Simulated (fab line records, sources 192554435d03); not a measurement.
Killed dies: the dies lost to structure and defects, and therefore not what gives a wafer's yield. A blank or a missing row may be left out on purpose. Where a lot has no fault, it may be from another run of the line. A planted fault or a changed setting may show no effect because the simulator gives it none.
Code-filled problem report in 8D (eight disciplines) form    flow n5 finfet    the parts of the form that need people (team, actions taken, sign-off) are left out

== 1. WHAT IS WRONG ==
Mean of run length s at N5_BEOL_M0_SAQP_ETCH_84: 165.5 s across 3 wafers in 3 lots; on wafers with no fault it is 173.2 s (standard deviation 0.41). That puts it -19 standard deviations away from the usual mean.
The step: etches SOC in N2/H2, target depth 100 nm, overetch 20 nm, time 150 s.
Earliest sighting: wafer L884.6 on rie diel-06 at day 7 20:03. At this step, 26 wafers from 9 lots have a number in the record. Rule for "out" (also "out of limits"): further than 4 standard deviations from the usual mean. The rest of the wafers with a number are treated as sound.

== 2. WHAT IT IS AND WHAT IT IS NOT ==
question                     is                      is not
which readings at this step  run length s            drypump motor current A, n2 flow sccm, rf vpp V, showerhead plenum p Torr, temp c, throttle valve pct
which lots                   L884, L885, L886        L878, L879, L891, L892, L896, L897
which wafers of those lots   L884.6, L885.5, L886.6  L884.3, L885.1, L885.3, L886.1, L886.2
read on which tools          rie diel-06             rie diel-02, rie diel-04
when                         from day 7 20:03        up to then (7 sound wafers); but 16 sound wafers of L885, L886, L891, L892, L896, L897 came after

== 3. SUSPECTS, AND WHAT RULES EACH OUT ==
Counting: any tool at a process step up to the reading remains a suspect provided it ran every lot that is out. Sound lots after the first of them don't rule it out here, since some wafers of a struck lot are sound.
- rie diel-06 at N5_BEOL_M0_SAQP_ETCH_84 (etches SOC in N2/H2, target depth 100 nm, overetch 20 nm, time 150 s): kept. It ran every lot that is out, first L884 (day 7 20:03); its last sound lot up to then is L878 (day 6 13:01). Its own run length s readings are out on those wafers.
Left after counting: rie diel-06 at N5_BEOL_M0_SAQP_ETCH_84.

== 4. THE CAUSE (what the simulator had put in) ==
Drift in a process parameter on rie diel-06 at N5_BEOL_M0_SAQP_ETCH_84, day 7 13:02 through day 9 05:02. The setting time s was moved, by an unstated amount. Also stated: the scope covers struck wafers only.
This tool alone remained once counting was done.

== 5. THE EFFECT CHAIN, in route order ==
Each row: a reading whose mean over the struck wafers that have a number lies more than 3 standard deviations from the usual. Scope: only readings with a usual standard deviation given in the record; hours: median across lots of the time from each lot's start at the first step in this table that gives one to its start at this step; sigmas: change in usual standard deviations.
hours  step                     reading       usual    on struck wafers  change  sigmas
0      N5_BEOL_M0_SAQP_ETCH_84  run length s  173.2 s  165.5             -7.7    -19
Its process steps:
- N5_BEOL_M0_SAQP_ETCH_84: etches SOC in N2/H2, target depth 100 nm, overetch 20 nm, time 150 s.
At these later measuring or inspecting steps, every struck wafer for which the step has a row has a number for every such reading, and none has moved that far: N5_BEOL_M4_RC_MEAS_101.

== 6. HOW IT WOULD HAVE BEEN CAUGHT EARLIER ==
First out-of-limits reading in this record: day 7 20:03, which is 7 hours after fault onset at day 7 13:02.
